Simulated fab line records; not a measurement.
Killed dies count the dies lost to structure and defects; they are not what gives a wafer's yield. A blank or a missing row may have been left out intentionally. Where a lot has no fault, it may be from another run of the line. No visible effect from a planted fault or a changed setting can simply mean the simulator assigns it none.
Matching of chambers ; flow n5_finfet ; 4 sister chambers for N5_BEOL_M13_ETCH_68 on rie_diel-02
The step etches SOC in N2/H2, time 355 s. 4 wafers are shown with their chamber, then 8 later ones without.

== WAFERS, EACH WITH ITS CHAMBER ==
wafer;chamber;showerhead_plenum_p_Torr (Torr)
L080.3;3;2.42
L078.5;1;2.40
L084.6;0;2.57
L085.1;2;2.70

== WAFERS MISSING THEIR CHAMBER ==
wafer;showerhead_plenum_p_Torr (Torr)
L085.2;2.41
L085.6;2.56
L086.2;2.70
L086.5;2.41
L086.6;2.56
L090.1;2.41
L090.3;2.39
L090.5;2.39

== EACH ONE'S CHAMBER ==
wafer;from the rows above;in truth
L085.2;can't be placed: 3 or 1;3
L085.6;0;0
L086.2;2;2
L086.5;can't be placed: 3 or 1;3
L086.6;0;0
L090.1;can't be placed: 3 or 1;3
L090.3;1;1
L090.5;1;1
Correct placement for 5 of the 8. These rows do not allow placing 3 (true chamber among the candidates in 3). 0 placed wrongly.
How it was worked out, from the rows above alone: a wafer's distance from a chamber is the root of the sum, over the readings, of the square of ((its reading less the chamber's mean) divided by the reading's scatter). The wafer belongs to the nearest chamber; if the next one is less than 2 further off, it can't be placed. For every chamber, the mean is computed from those of its wafers that are shown. The scatter (one wafer shown for each chamber): square how far every hidden wafer sits from the nearest shown wafer, average those squares and take the square root.
